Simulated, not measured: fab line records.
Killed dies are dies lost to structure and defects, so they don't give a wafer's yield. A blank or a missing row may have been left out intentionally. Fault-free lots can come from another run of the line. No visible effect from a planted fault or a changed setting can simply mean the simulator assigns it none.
Chamber matching	flow nand harc	NHARC_P_CONTACT_DEP_30 on pecvd-02: 3 sister chambers
The step deposits SiNx, target thk 30 nm. 3 wafers are shown with their chamber, then 8 later ones without.

## EACH WAFER AND ITS CHAMBER
wafer	chamber	heater power w (W)
L821.4	1	674
L821.5	2	661
L822.3	0	576

## WAFERS WHOSE CHAMBER IS MISSING
wafer	heater power w (W)
L822.4	591
L822.6	623
L823.1	557
L823.2	556
L823.4	569
L824.2	555
L824.3	531
L824.6	648

## WHICH CHAMBER EACH WENT THROUGH
wafer	from the rows above	in truth
L822.4	0	0
L822.6	can't be placed: 2 or 0 or 1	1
L823.1	0	0
L823.2	0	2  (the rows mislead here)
L823.4	0	0
L824.2	0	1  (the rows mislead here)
L824.3	0	0
L824.6	can't be placed: 2 or 1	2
Placed correctly: 4 of 8. Cannot be placed on the basis of these rows: 2; the candidates contain the true chamber in 2. Number placed wrongly: 2.
How it was worked out, from the rows above alone: a wafer's distance from a chamber is the root of the sum, over the readings, of the square of ((its reading less the chamber's mean) divided by the reading's scatter). If the next closest chamber is less than 2 further off than the closest, the wafer can't be placed; otherwise it belongs to the closest. For every chamber, the mean is computed from those of its wafers that are shown. The scatter (one wafer shown for each chamber): square how far every hidden wafer sits from the nearest shown wafer, average those squares and take the square root.
